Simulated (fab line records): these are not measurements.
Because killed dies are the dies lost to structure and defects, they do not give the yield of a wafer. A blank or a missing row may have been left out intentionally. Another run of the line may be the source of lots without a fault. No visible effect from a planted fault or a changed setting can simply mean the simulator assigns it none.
fab line records	flow n5_finfet	part 1 of 2: steps 1 to 4 of 6
record lots=24	wafers=72	last_day=18
route steps=1938 shown BEOL_M3@955 BEOL_M4@1021
lots that met no fault: from a run of the same line without faults
start_h: the number of hours between the record's first day and the start of the first shown wafer of the lot	wait_h: hours elapsed since this lot's preceding step	" repeats the value in the row above	L1.1+2: one row covering several wafers at once	- no value, or no start was given	* or withheld: withheld	< > ~ a bound
route shown NAME@n: NAME is a module with steps in the file, n the number in the route of the first one	usual: mean/standard deviation taken from wafers without a fault	same: alike in all rows	chamber/n: place in a boat	sites: per-site readings	_std_site: how widely they spread, as a standard deviation	_edge_site: mean of outer sites minus mean of inner sites	radius_mm: how far each site lies from the wafer's centre	mask NAME#n: copy n	behind: the tool/chamber that last shaped the wafer	hold: why the lot was held/for how many hours/how that ended	device: names the non-switching transistor (n, p or np)	end of line: the tests these same wafers got at the end of their route	where a step has no rows: the recipe by itself	killed: at the first sort, the dies lost to defects and structure; wafer yield is something else	map: dies across one wafer; x = killed, . = not, _ = none there
set.NAME: setting as actually run; set.NAME@STEP: the setting as run at that earlier step	model.NAME: the simulator's own value behind a step, which no gauge read
steps of the route over a sample of lots; a table a step, a row a wafer
services: the hour from which a tool's chamber was out of use, counted from the record's first day as start_h (under 0 if before that day), plus the number of hours and why
## steps
# step N5_BEOL_M3_STRIP_19
# recipe chemistry=O2	power_w=400	temp_c=40	pressure_mtorr=30	rf_frequency_hz=6e+07	bias_power_w=0	overash_fraction=0.2	o2_flow_sccm=225
# usual drypump_motor_current_A=5.8/0.46	oes_product_au=0.81/0.096	rf_vpp_V=3.6/0.47	showerhead_plenum_p_Torr=2.05/0.058	throttle_valve_pct=16.72/0.24
lot.wafer	tool	chamber	start_h	wait_h	drypump_motor_current_A	oes_product_au	rf_hours_counter_h	rf_vpp_V	showerhead_plenum_p_Torr	throttle_valve_pct
L074.2	rie_diel-03	2	149.79	0.1	5.6	0.72	182	2.8	2.09	17.08
L074.3	"	3	"	"	5.0	0.72	202	4.6	1.98	16.74
L074.4	"	1	"	"	5.6	0.69	223	3.6	2.05	17.13
L076.1	rie_diel-01	3	150.01	0.1	6.6	0.75	148	3.5	2.11	16.70
L076.2	"	1	"	"	5.9	0.88	54	3.5	2.02	16.33
L076.4	"	3	"	"	6.6	0.75	-	3.6	2.11	16.70
L075.3	rie_diel-01	3	156.85	0.1	6.7	0.75	150	3.9	2.11	16.70
L075.4	"	1	"	"	5.8	0.88	56	4.0	2.02	16.33
L075.5	"	1	"	"	5.8	0.88	-	3.8	2.02	16.32
L077.1	rie_diel-01	0	162.47	0.1	6.1	0.94	11	3.7	2.08	16.63
L077.4	"	1	"	"	5.9	0.88	-	3.5	2.02	16.33
L077.6	"	0	"	"	6.1	0.94	-	3.0	2.08	16.64
L078.3	rie_diel-01	2	164.13	0.1	6.0	0.96	3	3.3	2.07	16.66
L078.5	"	0	"	"	6.1	0.93	-	3.4	2.08	16.65
L078.6	"	2	"	"	6.1	0.95	-	4.4	2.07	16.66
L079.1	rie_diel-03	1	181.85	0.1	5.6	0.68	232	4.2	2.05	17.13
L079.2	"	2	"	"	5.6	0.72	190	3.2	2.09	17.11
L079.6	"	0	"	"	6.0	0.93	-	4.2	2.16	16.79
L081.2	rie_diel-03	0	189.12	0.1	6.0	0.92	30	4.2	2.16	16.78
L081.4	"	1	"	"	5.6	0.68	234	2.3	2.05	17.13
L081.5	"	3	"	"	5.0	0.71	-	3.9	1.98	16.77
L082.4	rie_diel-01	1	191.50	0.1	5.9	0.86	67	3.0	2.02	16.35
L082.5	"	2	"	"	6.0	0.92	-	4.2	2.07	16.69
L082.6	"	1	"	"	5.9	0.86	-	2.9	2.02	16.34
L080.1	rie_diel-03	1	195.36	0.4	5.6	0.68	236	3.3	2.05	17.15
L080.2	"	0	"	"	6.0	0.90	32	4.0	2.16	16.80
L080.4	"	2	"	"	5.6	0.71	194	3.5	2.08	17.11
L083.1	rie_diel-01	3	200.19	0.1	6.7	0.74	161	3.6	2.10	16.71
L083.2	"	2	"	"	6.1	0.91	15	3.6	2.07	16.69
L083.6	"	3	"	"	6.7	0.75	-	4.1	2.10	16.71
L084.3	rie_diel-03	0	205.26	0.1	6.0	0.90	35	4.0	2.16	16.79
L084.5	"	1	"	"	5.7	0.68	-	3.3	2.05	17.15
L084.6	"	0	"	"	6.0	0.91	-	4.0	2.16	16.81
L085.1	rie_diel-06	3	219.07	0.1	5.0	0.74	182	4.0	1.99	16.75
L085.3	"	0	"	"	6.2	0.86	60	3.6	2.04	16.39
L085.5	"	2	"	"	5.8	0.74	-	3.4	2.10	17.04
L086.1	rie_diel-01	3	222.10	0.1	6.6	0.73	167	3.7	2.10	16.72
L086.2	"	2	"	"	6.0	0.89	22	3.1	2.07	16.70
L086.3	"	1	"	"	5.8	0.86	77	3.6	2.01	16.37
L087.1	rie_diel-06	2	231.52	0.1	5.8	0.74	195	4.8	2.10	17.05
L087.3	"	3	"	"	5.0	0.74	187	3.2	1.98	16.76
L087.4	"	1	"	"	5.3	0.72	219	3.3	1.97	16.46
L088.1	rie_diel-03	0	240.16	0.2	6.0	0.88	46	3.9	2.16	16.82
L088.4	"	2	"	"	5.6	0.70	-	3.0	2.08	17.13
L088.5	"	3	"	"	5.0	0.71	-	3.4	1.97	16.77
L090.3	rie_diel-06	0	247.89	0.1	6.2	0.83	70	3.9	2.03	16.39
L090.4	"	0	"	"	6.2	0.84	-	3.7	2.03	16.40
L090.6	"	3	"	"	5.0	0.73	-	3.6	1.98	16.76
L089.3	rie_diel-03	0	248.17	0.1	6.0	0.87	49	4.1	2.16	16.83
L089.5	"	0	"	"	6.0	0.88	-	3.9	2.16	16.83
L089.6	"	2	"	"	5.6	0.70	-	3.4	2.08	17.14
L091.2	rie_diel-06	2	256.29	0.2	5.8	0.73	197	4.1	2.10	17.05
L091.3	"	3	"	"	5.0	0.73	197	3.8	1.98	16.78
L091.6	"	3	"	"	5.0	0.73	-	3.7	1.98	16.77
L092.2	rie_diel-01	2	256.86	0.3	6.0	0.87	35	4.1	2.06	16.73
L092.3	"	0	"	"	6.1	0.88	41	3.9	2.07	16.66
L092.4	"	3	"	"	6.7	0.73	180	3.6	2.10	16.75
L093.1	rie_diel-06	3	262.45	0.1	5.0	0.73	200	3.1	1.98	16.78
L093.2	"	2	"	"	5.8	0.73	200	3.1	2.10	17.06
L093.4	"	1	"	"	5.3	0.70	232	2.9	1.97	16.51
L094.1	rie_diel-01	3	263.68	0.4	6.7	0.72	183	3.7	2.09	16.77
L094.2	"	0	"	"	6.1	0.87	44	3.9	2.07	16.70
L094.4	"	1	"	"	5.8	0.85	92	4.0	2.01	16.38
L095.2	rie_diel-06	2	264.65	0.2	5.8	0.72	200	3.3	2.10	17.06
L095.3	"	0	"	"	6.2	0.83	78	2.1	2.03	16.41
L095.4	"	1	"	"	5.3	0.70	233	3.7	1.97	16.50
L096.3	rie_diel-03	3	285.96	0.2	5.0	0.70	233	2.6	1.97	16.80
L096.5	"	2	"	"	5.6	0.69	-	3.3	2.08	17.16
L096.6	"	3	"	"	5.0	0.69	-	4.3	1.97	16.80
L097.1	rie_diel-03	3	287.93	0.2	5.0	0.70	233	3.9	1.97	16.81
L097.4	"	1	"	"	5.7	0.93	5	4.1	2.04	16.73
L097.5	"	0	"	"	6.0	0.87	-	3.3	2.15	16.84
# step N5_BEOL_M3_STRIP_97
# recipe chemistry=N2/H2	time_s=10	power_w=450	temp_c=40	pressure_mtorr=20	rf_frequency_hz=6e+07	bias_power_w=7	n2_flow_sccm=200	h2_flow_sccm=200
# usual drypump_motor_current_A=5.7/0.48	n2_flow_sccm=200.0/0.58	oes_product_au=0.78/0.079	rf_vpp_V=59.0/0.79	showerhead_plenum_p_Torr=2.47/0.053	throttle_valve_pct=23.70/0.25
lot.wafer	tool	chamber	start_h	wait_h	drypump_motor_current_A	n2_flow_sccm	oes_product_au	rf_hours_counter_h	rf_vpp_V	showerhead_plenum_p_Torr	throttle_valve_pct
L074.2	rie_diel-03	0	-	-	6.0	199.1	0.93	19	59.2	2.60	23.82
L074.3	"	1	"	"	5.7	201.0	0.68	223	58.4	2.51	24.16
L074.4	"	3	"	"	5.0	199.4	0.73	203	58.9	2.41	23.64
L076.1	rie_diel-06	1	-	-	5.3	200.2	0.73	200	59.9	2.42	23.82
L076.2	"	3	"	"	5.0	200.2	0.76	163	60.8	2.42	23.65
L076.4	"	0	"	"	6.2	201.0	0.89	40	59.2	2.48	23.34
L075.3	rie_diel-03	2	-	-	5.6	200.8	0.73	185	58.0	2.52	23.91
L075.4	"	0	"	"	6.0	200.5	0.93	23	59.7	2.59	23.82
L075.5	"	2	"	"	5.6	200.0	0.72	-	59.5	2.52	23.92
L077.1	rie_diel-06	0	-	-	6.2	199.3	0.87	44	59.1	2.48	23.35
L077.4	"	3	"	"	5.0	200.2	0.75	168	58.5	2.42	23.68
L077.6	"	2	"	"	5.8	201.2	0.75	-	60.1	2.52	23.65
L078.3	rie_diel-06	1	-	-	5.3	200.5	0.73	203	58.7	2.42	23.82
L078.5	"	3	"	"	5.0	199.3	0.75	-	59.5	2.42	23.66
L078.6	"	2	"	"	5.8	200.1	0.75	-	60.8	2.52	23.65
L079.1	rie_diel-01	0	-	-	6.1	200.1	0.92	19	59.2	2.48	23.33
L079.2	"	3	"	"	6.7	200.5	0.75	156	58.8	2.54	23.75
L079.6	"	3	"	"	6.7	200.0	0.74	-	58.1	2.54	23.74
L081.2	rie_diel-01	1	-	-	5.9	199.9	0.86	68	58.5	2.45	23.20
L081.4	"	0	"	"	6.1	199.8	0.92	21	59.5	2.48	23.32
L081.5	"	3	"	"	6.7	199.8	0.74	-	60.2	2.54	23.75
L082.4	rie_diel-06	3	-	-	5.0	199.8	0.74	177	59.8	2.42	23.67
L082.5	"	0	"	"	6.2	200.6	0.86	-	58.6	2.47	23.36
L082.6	"	1	"	"	5.3	199.0	0.71	-	59.3	2.42	23.84
L080.1	rie_diel-03	0	-	-	6.0	199.5	0.90	33	60.0	2.59	23.85
L080.2	"	2	"	"	5.6	201.0	0.72	195	58.3	2.52	23.94
L080.4	"	1	"	"	5.7	198.6	0.68	238	59.5	2.50	24.15
L083.1	rie_diel-06	2	-	-	5.8	200.6	0.74	184	59.1	2.52	23.68
L083.2	"	0	"	"	6.2	199.2	0.85	54	58.0	2.47	23.37
L083.6	"	1	"	"	5.3	198.9	0.72	-	59.2	2.42	23.84
L084.3	rie_diel-03	2	-	-	5.6	200.2	0.71	197	57.8	2.52	23.96
L084.5	"	3	"	"	5.0	199.8	0.71	-	58.6	2.40	23.67
L084.6	"	0	"	"	6.0	200.2	0.90	-	59.1	2.59	23.84
L085.1	rie_diel-06	0	-	-	6.2	199.9	0.85	60	58.9	2.47	23.37
L085.3	"	2	"	"	5.8	199.8	0.73	190	59.9	2.51	23.68
L085.5	"	2	"	"	5.8	200.1	0.73	-	59.1	2.51	23.68
L086.1	rie_diel-06	0	-	-	6.2	200.5	0.84	65	58.9	2.47	23.38
L086.2	"	2	"	"	5.8	199.9	0.73	195	58.6	2.51	23.69
L086.3	"	3	"	"	5.0	200.7	0.74	188	58.4	2.41	23.68
L087.1	rie_diel-03	3	-	-	5.0	200.6	0.70	222	59.4	2.40	23.66
L087.3	"	0	"	"	6.0	199.5	0.88	45	60.8	2.59	23.86
L087.4	"	2	"	"	5.6	199.7	0.70	-	59.1	2.51	23.97
L088.1	rie_diel-06	1	-	-	5.3	200.2	0.71	223	58.1	2.41	23.85
L088.4	"	1	"	"	5.3	200.3	0.71	-	59.9	2.41	23.87
L088.5	"	3	"	"	5.0	200.4	0.73	-	58.9	2.41	23.69
L090.3	rie_diel-01	1	-	-	5.9	200.4	0.85	87	59.4	2.44	23.24
L090.4	"	2	"	"	6.0	199.3	0.87	32	59.5	2.49	24.13
L090.6	"	1	"	"	5.9	200.3	0.84	-	58.2	2.44	23.23
L089.3	rie_diel-01	0	-	-	6.1	199.6	0.87	40	59.5	2.47	23.35
L089.5	"	1	"	"	5.8	199.8	0.84	-	58.8	2.44	23.25
L089.6	"	0	"	"	6.1	199.7	0.87	-	59.2	2.47	23.35
L091.2	rie_diel-06	2	-	-	5.8	200.1	0.73	198	59.9	2.51	23.70
L091.3	"	1	"	"	5.3	199.7	0.70	230	57.5	2.41	23.86
L091.6	"	0	"	"	6.2	200.1	0.83	-	58.3	2.46	23.39
L092.2	rie_diel-06	0	-	-	6.2	199.4	0.82	78	58.2	2.46	23.39
L092.3	"	3	"	"	5.0	199.8	0.73	201	58.9	2.41	23.70
L092.4	"	2	"	"	5.8	199.5	0.72	201	59.1	2.51	23.69
L093.1	rie_diel-06	1	-	-	5.3	200.3	0.70	234	59.6	2.41	23.87
L093.2	"	0	"	"	6.2	200.4	0.83	80	57.5	2.46	23.41
L093.4	"	3	"	"	5.0	200.6	0.72	203	57.8	2.41	23.71
L094.1	rie_diel-01	2	-	-	6.0	199.8	0.86	40	58.3	2.49	24.13
L094.2	"	0	"	"	6.1	200.7	0.87	46	59.5	2.47	23.35
L094.4	"	3	"	"	6.7	199.8	0.72	185	58.6	2.53	23.79
L095.2	rie_diel-03	0	-	-	6.0	200.6	0.87	54	58.2	2.58	23.87
L095.3	"	3	"	"	5.0	199.6	0.69	232	58.5	2.40	23.68
L095.4	"	1	"	"	5.6	200.7	0.95	-	58.3	2.50	23.91
L096.3	rie_diel-03	1	-	-	5.7	199.8	0.93	6	58.4	2.50	23.93
L096.5	"	0	"	"	6.0	199.0	0.87	-	60.7	2.58	23.87
L096.6	"	3	"	"	5.0	200.5	0.69	-	58.8	2.40	23.68
L097.1	rie_diel-01	0	-	-	6.1	199.3	0.86	58	60.0	2.47	23.39
L097.4	"	3	"	"	6.7	199.5	0.71	198	59.2	2.52	23.78
L097.5	"	0	"	"	6.1	200.3	0.86	-	58.8	2.47	23.40
# step N5_BEOL_M3_SPUTTER_48
# recipe material=Cu	target_thk_a=45	temp_c=-20	chamber_pressure_pa=0.07	power_w=withheld	time_s=8.29
# usual throttle_valve_pct=29.4/1.2
lot.wafer	tool	chamber	start_h	wait_h	throttle_valve_pct
L074.2	pvd_sputter-01	-	152.32	0.1	27.7
L074.3	"	-	"	"	27.6
L074.4	"	-	"	"	30.3
L076.1	pvd_sputter-02	-	153.82	1.4	29.5
L076.2	"	-	"	"	31.1
L076.4	"	-	"	"	30.2
L075.3	pvd_sputter-01	-	163.36	0.1	30.6
L075.4	"	-	"	"	27.7
L075.5	"	-	"	"	27.5
L077.1	pvd_sputter-03	-	165.74	0.1	28.8
L077.4	"	-	"	"	28.6
L077.6	"	-	"	"	30.9
L078.3	pvd_sputter-01	-	167.86	0.1	29.0
L078.5	"	-	"	"	27.6
L078.6	"	-	"	"	30.5
L079.1	pvd_sputter-01	-	184.09	0.1	27.6
L079.2	"	-	"	"	27.8
L079.6	"	-	"	"	28.0
L081.2	pvd_sputter-03	-	194.35	0.1	28.7
L081.4	"	-	"	"	31.2
L081.5	"	-	"	"	28.5
L082.4	pvd_sputter-02	-	199.93	0.1	30.3
L082.5	"	-	"	"	30.3
L082.6	"	-	"	"	31.2
L080.1	pvd_sputter-03	-	199.99	0.2	28.6
L080.2	"	-	"	"	28.7
L080.4	"	-	"	"	28.8
L083.1	pvd_sputter-03	-	202.72	0.1	28.8
L083.2	"	-	"	"	28.7
L083.6	"	-	"	"	28.7
L084.3	pvd_sputter-02	-	207.49	0.2	30.1
L084.5	"	-	"	"	31.0
L084.6	"	-	"	"	29.5
L085.1	pvd_sputter-02	-	221.13	0.1	29.4
L085.3	"	-	"	"	31.2
L085.5	"	-	"	"	30.1
L086.1	pvd_sputter-03	-	237.20	0.2	28.5
L086.2	"	-	"	"	28.7
L086.3	"	-	"	"	30.8
L087.1	pvd_sputter-01	-	240.46	0.1	30.8
L087.3	"	-	"	"	27.6
L087.4	"	-	"	"	27.7
L088.1	pvd_sputter-03	-	244.84	0.3	28.6
L088.4	"	-	"	"	30.6
L088.5	"	-	"	"	28.5
L090.3	pvd_sputter-02	-	253.07	0.1	31.0
L090.4	"	-	"	"	30.4
L090.6	"	-	"	"	31.1
L089.3	pvd_sputter-01	-	255.83	0.1	27.8
L089.5	"	-	"	"	30.6
L089.6	"	-	"	"	27.6
L091.2	pvd_sputter-03	-	260.47	0.5	28.6
L091.3	"	-	"	"	28.8
L091.6	"	-	"	"	28.8
L092.2	pvd_sputter-03	-	267.84	1.3	30.9
L092.3	"	-	"	"	28.9
L092.4	"	-	"	"	28.7
L094.1	pvd_sputter-02	-	272.21	0.1	30.3
L094.2	"	-	"	"	30.6
L094.4	"	-	"	"	29.4
L093.1	pvd_sputter-01	-	272.61	0.2	29.2
L093.2	"	-	"	"	30.4
L093.4	"	-	"	"	27.5
L095.2	pvd_sputter-03	-	276.75	0.1	28.8
L095.3	"	-	"	"	28.9
L095.4	"	-	"	"	31.0
L096.3	pvd_sputter-03	-	291.07	0.1	30.7
L096.5	"	-	"	"	31.0
L096.6	"	-	"	"	29.0
L097.1	pvd_sputter-02	-	301.37	0.1	30.5
L097.4	"	-	"	"	31.0
L097.5	"	-	"	"	29.3
# step N5_BEOL_M3_ANNEAL_49
# recipe temp_c=400	time_s=240	ambient=vacuum
# usual heater_power_w=832/65
lot.wafer	tool	chamber	start_h	wait_h	heater_power_w
L074.2	pvd_sputter-01	-	152.40	0.0	841
L074.3	"	-	"	"	770
L074.4	"	-	"	"	854
L076.1	pvd_sputter-02	-	153.90	0.0	889
L076.2	"	-	"	"	766
L076.4	"	-	"	"	781
L075.3	pvd_sputter-01	-	163.44	0.0	856
L075.4	"	-	"	"	830
L075.5	"	-	"	"	794
L077.1	pvd_sputter-03	-	165.82	0.0	818
L077.4	"	-	"	"	766
L077.6	"	-	"	"	984
L078.3	pvd_sputter-01	-	167.94	0.0	832
L078.5	"	-	"	"	857
L078.6	"	-	"	"	889
L079.1	pvd_sputter-01	-	184.17	0.0	830
L079.2	"	-	"	"	791
L079.6	"	-	"	"	754
L081.2	pvd_sputter-03	-	194.43	0.0	763
L081.4	"	-	"	"	950
L081.5	"	-	"	"	848
L082.4	pvd_sputter-02	-	200.01	0.0	774
L082.5	"	-	"	"	819
L082.6	"	-	"	"	755
L080.1	pvd_sputter-03	-	200.07	0.0	865
L080.2	"	-	"	"	770
L080.4	"	-	"	"	814
L083.1	pvd_sputter-03	-	202.80	0.0	853
L083.2	"	-	"	"	794
L083.6	"	-	"	"	808
L084.3	pvd_sputter-02	-	207.57	0.0	823
L084.5	"	-	"	"	756
L084.6	"	-	"	"	868
L085.1	pvd_sputter-02	-	221.21	0.0	875
L085.3	"	-	"	"	778
L085.5	"	-	"	"	787
L086.1	pvd_sputter-03	-	237.28	0.0	802
L086.2	"	-	"	"	850
L086.3	"	-	"	"	973
L087.1	pvd_sputter-01	-	240.54	0.0	856
L087.3	"	-	"	"	823
L087.4	"	-	"	"	785
L088.1	pvd_sputter-03	-	244.92	0.0	795
L088.4	"	-	"	"	1006
L088.5	"	-	"	"	814
L090.3	pvd_sputter-02	-	253.15	0.0	756
L090.4	"	-	"	"	821
L090.6	"	-	"	"	762
L089.3	pvd_sputter-01	-	255.91	0.0	780
L089.5	"	-	"	"	873
L089.6	"	-	"	"	822
L091.2	pvd_sputter-03	-	260.55	0.0	819
L091.3	"	-	"	"	857
L091.6	"	-	"	"	879
L092.2	pvd_sputter-03	-	267.92	0.0	967
L092.3	"	-	"	"	778
L092.4	"	-	"	"	831
L094.1	pvd_sputter-02	-	272.29	0.0	762
L094.2	"	-	"	"	847
L094.4	"	-	"	"	869
L093.1	pvd_sputter-01	-	272.69	0.0	796
L093.2	"	-	"	"	853
L093.4	"	-	"	"	849
L095.2	pvd_sputter-03	-	276.83	0.0	750
L095.3	"	-	"	"	854
L095.4	"	-	"	"	972
L096.3	pvd_sputter-03	-	291.15	0.0	977
L096.5	"	-	"	"	980
L096.6	"	-	"	"	799
L097.1	pvd_sputter-02	-	301.45	0.0	825
L097.4	"	-	"	"	761
L097.5	"	-	"	"	891
